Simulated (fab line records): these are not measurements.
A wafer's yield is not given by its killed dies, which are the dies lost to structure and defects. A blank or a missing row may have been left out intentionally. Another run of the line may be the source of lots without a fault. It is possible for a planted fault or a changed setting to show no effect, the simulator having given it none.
fab line records    flow n5_finfet
record lots=7  wafers=21
route steps=1938 shown MIM_BOT_ETCH@1866 PASSIVATION@1901
start_h: the number of hours between the record's first day and the start of the first shown wafer of the lot    wait_h: hours elapsed since this lot's preceding step    " repeats the value in the row above    L1.1+2: a row that stands for several wafers    - no value present, or no start provided    * or withheld: withheld    < > ~ a bound
route shown NAME@n: NAME is a module with steps in the file, n the number in the route of the first one    usual: mean and standard deviation over wafers with no fault    same: alike in all rows    chamber/n: place in a boat    sites: each site's reading    _std_site: how widely they spread, as a standard deviation    _edge_site: the outer-site mean with the inner-site mean subtracted    radius_mm: how far each site lies from the wafer's centre    mask NAME#n: copy n    behind: the most recent tool/chamber to have shaped the wafer    hold: reason for holding the lot/hours on hold/outcome of the hold    device: transistor that didn't switch, given as n, p or np    end of line: the route-end tests of the same wafers    for a step that has no rows: nothing shown but its recipe    killed: not the wafer's yield, but the dies lost to structure and defects at the first sort    map: dies across one wafer; x = killed, . = not, _ = none there
set.NAME: the setting that was run; set.NAME@STEP: the one run at that earlier step    model.NAME: the simulator's own value behind a step, which no gauge read
lots with deliberately changed settings; one table per step, one row per wafer
## steps
# step N5_MIM_BOT_ETCH_ETCH_04
# recipe chemistry=CF4/O2  target=SiNx  target_depth_a=260  time_s=13  ion_energy_ev=100  pressure_mtorr=40  source_w=535  bias_w=49  Ar_flow_sccm=100  cf4_flow_sccm=100  O2_flow_sccm=10
lot.wafer  tool         chamber  start_h  wait_h  set.time_s  model.etch.depth_nm
L074.4     rie_diel-04  0        328.99   0.0     15.51       30.95
L074.5     "            0        "        "       15.51       31.27
L074.6     "            3        "        "       13          26.81
L080.1     rie_diel-04  0        354.49   0.0     13          26.43
L080.3     "            1        "        "       13          26.14
L080.4     "            2        "        "       10.43       19.3
L082.1     rie_diel-01  2        378.40   0.0     13          26.76
L082.4     "            0        "        "       13          26.03
L082.5     "            1        "        "       14.86       29.19
L088.1     rie_diel-01  3        415.97   0.0     13          25.94
L088.3     "            0        "        "       10.67       20.8
L088.5     "            2        "        "       10.67       21.69
L090.2     rie_diel-04  1        438.57   0.0     13          26.32
L090.5     "            2        "        "       11.58       21.51
L090.6     "            3        "        "       11.58       23.63
L096.2     rie_diel-05  3        468.57   0.0     13          24.82
L096.5     "            1        "        "       13          24.57
L096.6     "            0        "        "       13          24.55
L095.2     rie_diel-01  0        499.35   0.0     13          25.94
L095.3     "            1        "        "       13          26.49
L095.5     "            1        "        "       10.96       22.39
# step N5_PASSIVATION_EXPOSE_27
# recipe mask_id=PAD  na=0.55  source_shape=conventional  sigma_outer=0.8  polarization=unpolarized  defocus_nm=0  dose_mj=32.3
lot.wafer   tool            chamber  start_h  wait_h  mask   set.dose_mj
L074.4+5+6  krf_scanner-01  0        331.56   -       PAD#0  32.3
L080.1      krf_scanner-02  0        358.15   -       PAD#0  32.3
L080.3+4    "               0        "        "       PAD#0  31.6
L082.1+5    krf_scanner-02  0        387.04   -       PAD#0  31.61
L082.4      "               0        "        "       PAD#0  32.3
L088.1+3    krf_scanner-02  0        421.01   -       PAD#0  32.3
L088.5      "               0        "        "       PAD#0  30.66
L090.2+5    krf_scanner-02  0        443.73   -       PAD#0  32.3
L090.6      "               0        "        "       PAD#0  33.4
L096.2+5+6  krf_scanner-01  0        472.10   -       PAD#0  32.3
L095.2+3+5  krf_scanner-01  0        503.60   -       PAD#0  32.3
# step N5_PASSIVATION_PEB_28
# recipe peb_temp_c=withheld  peb_time_s=*
# step N5_PASSIVATION_DEVELOP_29
# recipe develop_time_s=60  rinse_liquid=diw  dry=air_spin  dev_temp_c=21
# step N5_PASSIVATION_HARDBAKE_31
# recipe temp_c=130  time_s=120
# step N5_PASSIVATION_CD_MEAS_30
# recipe target_cd_nm=4000  landing_energy_ev=500  detector=se_inlens  polarity=opening
# usual cd_nm=3999.3/2.4
lot.wafer  tool       chamber  start_h  wait_h  set.dose_mj@PASSIVATION_EXPOSE_27  cd_nm
L074.4     cd_sem-02  0        331.73   -       32.3                               3997.5
L074.5     "          0        "        "       32.3                               3999.5
L074.6     "          0        "        "       32.3                               3997.5
L080.1     cd_sem-02  0        358.32   -       32.3                               3996.0
L080.3     "          0        "        "       31.6                               3995.6
L080.4     "          0        "        "       31.6                               3991.0
L082.1     cd_sem-01  0        387.21   -       31.61                              3992.9
L082.4     "          0        "        "       32.3                               4000.4
L082.5     "          0        "        "       31.61                              3993.9
L088.1     cd_sem-02  0        421.19   -       32.3                               4000.6
L088.3     "          0        "        "       32.3                               4000.3
L088.5     "          0        "        "       30.66                              3992.6
L090.2     cd_sem-03  0        443.90   -       32.3                               3998.5
L090.5     "          0        "        "       32.3                               3999.5
L090.6     "          0        "        "       33.4                               4007.0
L096.2     cd_sem-03  0        472.27   -       32.3                               4001.2
L096.5     "          0        "        "       32.3                               3998.2
L096.6     "          0        "        "       32.3                               3999.4
L095.2     cd_sem-02  0        503.77   -       32.3                               3999.8
L095.3     "          0        "        "       32.3                               3996.4
L095.5     "          0        "        "       32.3                               4000.3
## key
split step=N5_MIM_BOT_ETCH_ETCH_04  setting=time_s  stated=13  by=wafer
response step=N5_MIM_BOT_ETCH_ETCH_04  reading=model.etch.depth_nm  change=+0.27  per=1%  r=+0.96
split step=N5_PASSIVATION_EXPOSE_27  setting=dose_mj  stated=32.3  by=wafer
response step=N5_PASSIVATION_CD_MEAS_30  reading=cd_nm  change=+1.88  per=1%  r=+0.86
